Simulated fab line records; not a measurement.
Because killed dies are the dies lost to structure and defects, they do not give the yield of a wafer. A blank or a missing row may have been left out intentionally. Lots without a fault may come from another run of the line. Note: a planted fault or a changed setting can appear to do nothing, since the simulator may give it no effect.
fab line records	flow n5Finfet
record: lots: 8	wafers: 24	lastDay: 19
route steps=1938 shown MOL_CONTACT_COAG@528 BEOL_M4@1111
lots that met no fault: taken from a fault-free run of the same line
startH: hours from the record's opening day to when the first of the lot's shown wafers began	waitH: hours elapsed since this lot's preceding step	" unchanged from the row above	L1.1+2: one row covering several wafers at once	- either no value or no given start	* or withheld: withheld	< > ~ a bound
route shown NAME@n: names a module that has steps shown in the file, with the first one's number in the route	usual: the fault-free wafers' mean and standard deviation	same: alike in all rows	chamber/n: place in a boat	sites: each site's reading	_std_site: standard deviation of those values	_edge_site: the outer-site mean with the inner-site mean subtracted	radiusMm: how far each site lies from the wafer's centre	mask NAME#n: copy n	behind: tool/chamber where the wafer was last shaped	hold: cause of the lot's hold/its duration in hours/its outcome	device: the n, p or np transistor that did not switch	end of line: the route-end tests of the same wafers	a step with no rows: only its recipe	killed: dies lost to structure and defects at the first sort, not the wafer's yield	map: the dies of a wafer, with x for killed, . for not killed, _ for no die there
set.NAME: setting as actually run; set.NAME@STEP: the setting as run at that earlier step	model.NAME: the simulator's own value behind a step, which no gauge read
the route's steps for a sample of lots (tables are steps, rows are wafers)
services: a tool's chamber out of use, with start hour (startH, from the record's first day; less than 0 if before it), hours out, and reason
== steps ==
step: N5_MOL_CONTACT_COAG_INSPECT_10
recipe: mode: adi	inspectInstrument: brightfield
usual: rawDefectCount: 64/26
lot.wafer	tool	chamber	startH	waitH	rawDefectCount
L855.2	defectInspect-01	-	107.75	0.0	68
L855.4	"	-	"	"	54
L855.5	"	-	"	"	37
L857.3	defectInspect-01	-	118.43	0.0	89
L857.4	"	-	"	"	60
L857.6	"	-	"	"	74
L859.1	defectInspect-01	-	131.91	0.1	57
L859.2	"	-	"	"	37
L859.5	"	-	"	"	79
L860.1	defectInspect-01	-	136.57	0.1	77
L860.3	"	-	"	"	63
L860.4	"	-	"	"	64
L861.1	defectInspect-02	-	142.03	0.1	92
L861.3	"	-	"	"	60
L861.6	"	-	"	"	70
L872.1	defectInspect-02	-	208.08	0.1	39
L872.3	"	-	"	"	76
L872.4	"	-	"	"	47
L873.1	defectInspect-01	-	214.63	0.1	167
L873.2	"	-	"	"	110
L873.5	"	-	"	"	108
L875.2	defectInspect-01	-	226.60	0.0	79
L875.5	"	-	"	"	50
L875.6	"	-	"	"	79
step: N5_MOL_CONTACT_COAG_ETCH_59
recipe: chemistry: N2/H2	target: underlayer	targetDepthA: 130	maskMaterial: CAR-EUV	timeS: 10.4	ionEnergyEv: 200	pressureMtorr: 30	sourceW: 840	biasW: 150	n2FlowSccm: 200	h2FlowSccm: 200	ends: cleared
usual: drypumpMotorCurrentA: 5.7/0.35	etchRfOnTimeS: 10.29/0.15	h2FlowSccm: 199.9/0.63	oesProductAu: 0.68/0.088	rfVppV: 523.6/2.1	showerheadPlenumPTorr: 2.53/0.07	throttleValvePct: 17.78/0.26
lot.wafer	tool	chamber	startH	waitH	drypumpMotorCurrentA	etchRfOnTimeS	h2FlowSccm	oesProductAu	rfHoursCounterH	rfVppV	showerheadPlenumPTorr	throttleValvePct
L855.2	rieDiel-01	0	107.82	0.0	5.2	10.32	200.8	0.57	247	522.1	2.50	18.14
L855.4	"	3	"	"	6.4	10.66	201.1	0.59	248	521.8	2.50	17.93
L855.5	"	0	"	"	5.2	10.43	199.5	0.57	-	523.6	2.50	18.13
L857.3	rieDiel-01	2	118.63	0.0	5.7	10.22	200.3	0.78	27	522.7	2.49	17.40
L857.4	"	0	"	"	5.2	10.34	199.0	0.57	-	523.4	2.50	18.15
L857.6	"	1	"	"	5.5	10.40	199.4	0.60	-	523.4	2.52	18.21
L859.1	rieDiel-01	1	131.98	0.0	5.5	10.63	198.7	0.60	206	523.0	2.52	18.21
L859.2	"	2	"	"	5.8	10.49	200.4	0.77	33	523.2	2.49	17.43
L859.5	"	0	"	"	5.2	10.40	200.3	0.56	-	522.7	2.50	18.16
L860.1	rieDiel-06	0	136.64	0.0	5.3	10.45	200.4	0.72	39	529.5	2.71	17.75
L860.3	"	1	"	"	5.6	10.68	199.8	0.63	165	525.0	2.53	17.65
L860.4	"	2	"	"	5.6	10.22	201.0	0.83	2	521.0	2.49	17.57
L861.1	rieDiel-02	0	142.33	0.0	5.9	10.11	200.0	0.62	163	525.3	2.64	17.64
L861.3	"	1	"	"	5.9	10.24	200.2	0.82	4	523.1	2.50	17.61
L861.6	"	0	"	"	5.8	10.12	200.3	0.63	-	527.5	2.64	17.64
L872.1	rieDiel-02	2	208.15	0.0	5.6	10.22	198.9	0.73	48	522.4	2.48	17.65
L872.3	"	0	"	"	5.9	10.23	199.6	0.61	186	527.1	2.63	17.69
L872.4	"	3	"	"	5.2	10.21	199.6	0.63	196	525.8	2.64	17.76
L873.1	rieDiel-02	3	214.70	0.0	5.2	10.31	200.0	0.62	197	526.7	2.64	17.77
L873.2	"	2	"	"	5.7	10.26	199.0	0.74	50	521.5	2.48	17.68
L873.5	"	3	"	"	5.2	10.27	199.9	0.61	-	526.3	2.64	17.75
L875.2	rieDiel-06	2	227.04	0.0	5.7	10.12	199.6	0.76	33	521.9	2.48	17.63
L875.5	"	3	"	"	6.2	10.35	199.4	0.58	-	520.1	2.41	18.14
L875.6	"	0	"	"	5.3	10.12	201.1	0.71	-	527.6	2.69	17.81
step: N5_MOL_CONTACT_COAG_ETCH_105
recipe: chemistry: CF4	target: SiARC	targetDepthA: 156	maskMaterial: CAR-EUV	timeS: 26	ionEnergyEv: 80	pressureMtorr: 40	sourceW: 545	biasW: 36	Ar_flow_sccm: 100	cf4FlowSccm: 100	ends: cleared
usual: drypumpMotorCurrentA: 5.7/0.34	etchRfOnTimeS: 25.8/0.38	oesProductAu: 0.68/0.088	rfVppV: 184.0/1	showerheadPlenumPTorr: 2.13/0.055	throttleValvePct: 15.52/0.29
lot.wafer	tool	chamber	startH	waitH	drypumpMotorCurrentA	etchRfOnTimeS	oesProductAu	rfHoursCounterH	rfVppV	showerheadPlenumPTorr	throttleValvePct
L855.2	rieDiel-01	0	107.84	0.0	5.2	26.3	0.56	247	183.2	2.11	15.89
L855.4	"	3	"	"	6.4	27.0	0.59	249	183.6	2.11	15.77
L855.5	"	0	"	"	5.2	26.2	0.56	-	183.5	2.11	15.86
L857.3	rieDiel-01	2	118.65	0.0	5.7	26.2	0.77	27	184.0	2.10	15.11
L857.4	"	0	"	"	5.2	26.0	0.56	-	184.6	2.11	15.90
L857.6	"	1	"	"	5.5	26.3	0.60	-	183.8	2.13	16.03
L859.1	rieDiel-01	1	131.99	0.0	5.5	26.1	0.60	206	185.0	2.12	16.06
L859.2	"	2	"	"	5.7	26.0	0.76	33	184.5	2.10	15.13
L859.5	"	0	"	"	5.2	26.0	0.57	-	183.8	2.11	15.90
L860.1	rieDiel-06	0	136.66	0.0	5.3	26.0	0.72	39	185.2	2.27	15.42
L860.3	"	1	"	"	5.6	26.6	0.62	165	183.4	2.13	15.50
L860.4	"	2	"	"	5.7	25.6	0.83	2	182.6	2.10	15.33
L861.1	rieDiel-02	0	142.35	0.0	5.9	25.3	0.63	163	186.1	2.22	15.38
L861.3	"	1	"	"	5.8	25.5	0.82	4	183.7	2.11	15.28
L861.6	"	0	"	"	5.9	25.1	0.63	-	182.9	2.22	15.39
L872.1	rieDiel-02	2	208.17	0.0	5.7	25.9	0.74	49	182.8	2.09	15.34
L872.3	"	0	"	"	5.9	26.0	0.60	186	185.5	2.21	15.42
L872.4	"	3	"	"	5.2	26.0	0.62	196	184.8	2.21	15.53
L873.1	rieDiel-02	3	214.72	0.0	5.2	25.3	0.63	197	184.8	2.21	15.54
L873.2	"	2	"	"	5.7	25.3	0.74	50	183.0	2.09	15.33
L873.5	"	3	"	"	5.2	25.3	0.63	-	184.5	2.21	15.54
L875.2	rieDiel-06	2	227.06	0.0	5.7	25.5	0.76	33	183.2	2.09	15.40
L875.5	"	3	"	"	6.1	25.9	0.58	-	183.5	2.03	15.78
L875.6	"	0	"	"	5.3	25.5	0.69	-	186.9	2.26	15.46
step: N5_MOL_CONTACT_COAG_CMP_23
recipe: stopOn: SiO2	tOverpolishS: 1.5	postCmpClean: cuAlkaline	downForcePsi: 2	platenRpm: 50.289	padVelocityMS: 1.0006	targetThkNm: 0
usual: motorCurrentA: 8.3/0.67	overpolishRunS: 1.500/0.0089	platenRpm: 50.29/0.036	timeToEndpointS: 9.6/2.1
lot.wafer	tool	chamber	startH	waitH	motorCurrentA	overpolishRunS	platenRpm	timeToEndpointS
L855.2	cmp-03	1	114.54	0.0	9.0	1.507	50.31	11.2
L855.4	"	0	"	"	7.6	1.504	50.31	9.1
L855.5	"	2	"	"	7.9	1.509	50.33	8.6
L857.3	cmp-03	1	124.31	0.0	9.4	1.508	50.25	10.5
L857.4	"	3	"	"	9.0	1.509	50.23	7.2
L857.6	"	1	"	"	8.8	1.508	50.27	11.7
L859.1	cmp-03	3	138.72	0.0	9.2	1.505	55.25	8.2
L859.2	"	2	"	"	7.7	1.500	55.37	7.7
L859.5	"	0	"	"	7.6	1.501	55.31	8.7
L860.4	cmp-03	0	141.91	0.0	7.7	1.498	55.37	2.7
L860.1	"	1	"	"	9.0	1.507	55.36	5.1
L860.3	"	2	"	"	7.7	1.507	55.31	5.9
L861.3	cmp-03	3	148.06	0.2	8.9	1.489	55.31	8.2
L861.1	"	0	"	"	7.9	1.497	55.32	7.4
L861.6	"	1	"	"	8.7	1.486	55.25	8.0
L872.1	cmp-03	2	213.77	0.0	7.7	1.496	50.28	12.8
L872.3	"	3	"	"	8.6	1.517	50.30	10.5
L872.4	"	0	"	"	7.7	1.490	50.30	11.5
L873.2	cmp-03	3	222.25	0.1	8.9	1.477	50.31	8.3
L873.1	"	0	"	"	7.4	1.508	50.30	10.2
L873.5	"	3	"	"	8.7	1.513	50.29	9.8
L875.2	cmp-01	2	234.13	0.1	8.3	1.500	50.28	7.2
L875.6	"	1	"	"	8.0	1.505	50.25	7.7
L875.5	"	2	"	"	9.1	1.491	50.26	8.5
step: N5_MOL_CONTACT_COAG_THK_MEAS_29
recipe: reads: SiNx_of_GATE_CUT_PECVD_57+SiNx_of_GATE_CUT_SAC_CAP_01
usual: MD_CAP_THK: 17.91/0.083
lot.wafer	tool	chamber	startH	waitH	MD_CAP_THK[nm]
L855.2	filmMetro-01	-	117.23	-	17.83
L855.4	"	-	"	"	17.91
L855.5	"	-	"	"	17.90
L857.3	filmMetro-02	-	126.99	-	18.00
L857.4	"	-	"	"	17.83
L857.6	"	-	"	"	17.87
L859.1	filmMetro-01	-	141.84	-	17.73
L859.2	"	-	"	"	17.61
L859.5	"	-	"	"	17.73
L860.1	filmMetro-01	-	144.60	-	17.55
L860.3	"	-	"	"	17.66
L860.4	"	-	"	"	17.55
L861.1	filmMetro-01	-	150.90	-	17.73
L861.3	"	-	"	"	17.80
L861.6	"	-	"	"	17.84
L872.1	filmMetro-01	-	216.50	-	17.84
L872.3	"	-	"	"	18.01
L872.4	"	-	"	"	17.94
L873.1	filmMetro-02	-	224.97	-	18.01
L873.2	"	-	"	"	17.95
L873.5	"	-	"	"	17.92
L875.2	filmMetro-01	-	236.78	-	18.07
L875.5	"	-	"	"	18.09
L875.6	"	-	"	"	18.07
step: N5_BEOL_M4_RC_MEAS_101
usual: DIBL_N: 36.1/1.3	DIBL_P: 36.1/1.7	IOFF_N: 0.154/0.022	IOFF_P: 0.201/0.024	ION_N: 675/8.9	ION_P: 462/5.9	SS_N: 71.5/0.49	SS_P: 73.3/0.58	VT_N: 250.0/2.7	VT_P: -251.3/2.7
lot.wafer	tool	chamber	startH	waitH	DIBL_N[mV/V]	DIBL_P[mV/V]	IOFF_N[nA/um]	IOFF_P[nA/um]	ION_N[uA/um]	ION_P[uA/um]	SS_N[mV/dec]	SS_P[mV/dec]	VT_N[mV]	VT_P[mV]
L855.2	prober-02	0	189.27	0.2	37.6	37.2	0.164	0.216	681	468	71.6	73.5	250.3	-249.2
L855.4	"	0	"	"	38.4	38.5	0.181	0.235	684	468	72.1	73.9	248.3	-249.2
L855.5	"	0	"	"	35.2	34.9	0.134	0.184	681	466	71.5	73.4	252.3	-253.5
L857.3	prober-01	0	193.75	0.3	35.5	35.7	0.139	0.213	673	460	72.1	73.3	251.8	-249.5
L857.4	"	0	"	"	35.4	34.5	0.133	0.200	656	459	71.7	72.9	253.1	-248.3
L857.6	"	0	"	"	35.1	34.4	0.133	0.200	663	461	71.3	72.8	249.9	-248.9
L859.1	prober-02	0	212.89	0.0	36.1	34.8	0.155	0.202	669	464	71.9	72.5	250.6	-253.7
L859.2	"	0	"	"	35.3	33.5	0.148	0.184	682	462	72.0	72.7	249.2	-254.6
L859.5	"	0	"	"	35.4	33.9	0.141	0.189	674	465	71.2	73.1	253.0	-253.1
L860.1	prober-01	0	227.34	0.0	35.2	35.5	0.131	0.189	672	461	71.0	73.0	251.7	-250.1
L860.3	"	0	"	"	36.0	35.5	0.134	0.192	668	463	71.3	72.4	250.1	-248.9
L860.4	"	0	"	"	36.5	36.9	0.146	0.214	676	465	71.0	73.2	249.3	-249.1
L861.1	prober-02	0	231.69	0.0	35.2	34.1	0.136	0.174	662	452	71.4	72.9	253.5	-250.5
L861.3	"	0	"	"	35.0	35.0	0.151	0.192	672	460	71.7	73.4	252.1	-250.9
L861.6	"	0	"	"	36.8	36.7	0.176	0.218	679	462	71.6	74.1	247.8	-250.6
L872.1	prober-02	0	293.24	0.0	38.8	38.7	0.206	0.234	693	465	72.0	74.5	246.4	-251.8
L872.3	"	0	"	"	38.5	38.0	0.195	0.228	696	471	71.5	74.8	247.9	-251.2
L872.4	"	0	"	"	36.1	35.9	0.144	0.182	675	458	71.0	73.2	250.5	-255.0
L873.1	prober-01	0	293.85	0.0	36.3	37.0	0.169	0.199	683	464	71.6	73.0	247.2	-252.2
L873.2	"	0	"	"	36.2	36.7	0.165	0.196	672	453	71.1	73.2	248.2	-250.7
L873.5	"	0	"	"	37.9	38.0	0.194	0.216	690	465	71.3	73.8	245.6	-248.9
L875.2	prober-01	0	322.61	0.2	35.0	35.5	0.129	0.156	667	456	71.1	73.3	251.5	-255.6
L875.5	"	0	"	"	35.0	36.1	0.136	0.168	678	460	71.8	72.9	249.9	-253.4
L875.6	"	0	"	"	35.9	36.4	0.141	0.169	677	462	72.3	73.3	250.5	-256.6
== services ==
tool	chamber	startH	hours	kind
cmp-03	-	85.84	4.0	pm
cmp-03	-	89.84	-	consumableReplace:conditioner
cmp-03	-	89.84	-	consumableReplace:pad
rieDiel-02	1	106.75	-	clean
rieDiel-02	1	106.75	-	consumableReplace:focusRing
rieDiel-02	1	106.75	23.7	scheduledDown
rieDiel-02	1	106.75	23.7	ventCycle
rieDiel-06	2	112.37	4.9	repair
rieDiel-01	3	112.40	-	clean
rieDiel-01	3	112.40	-	consumableReplace:focusRing
rieDiel-01	3	112.40	41.4	scheduledDown
rieDiel-01	3	112.40	41.4	ventCycle
rieDiel-01	0	119.86	2.2	repair
cmp-03	-	125.10	0.6	repair
cmp-03	-	143.16	0.8	repair
cmp-01	-	144.48	7.2	repair
rieDiel-06	1	164.44	9.9	repair
rieDiel-01	3	177.60	5.2	repair
cmp-01	-	181.22	2.8	repair
rieDiel-06	1	183.55	8.8	repair
rieDiel-02	0	212.15	22.1	repair
cmp-01	-	215.29	4.0	pm
rieDiel-06	3	215.95	2.9	repair
cmp-01	-	221.98	3.3	repair
== key ==
firstSign: step: N5_MOL_CONTACT_COAG_CMP_23	reading: platenRpm	direction: up	sigmas: 99+	usual: 50.29	struck: 55.31
effect: step: N5_MOL_CONTACT_COAG_THK_MEAS_29	reading: MD_CAP_THK	direction: down	sigmas: 2.7	usual: 17.91	struck: 17.69
metAt N5_MOL_CONTACT_COAG_CMP_23
struckLots L859,L860,L861
notActingAt N5_MOL_CONTACT_COAG_INSPECT_10,N5_MOL_CONTACT_COAG_ETCH_59,N5_MOL_CONTACT_COAG_ETCH_105
onsetBetween 124.31 138.72
fault: kind: processParameterDrift	tool: cmp-03	chamber: -	onsetH: 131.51	steps: N5_MOL_CONTACT_COAG_CMP_23	channel: platenRpm	offset: 5.0289	shape: step	endH: 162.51	actsIn: theseRecipesOnly	stated: 50.289
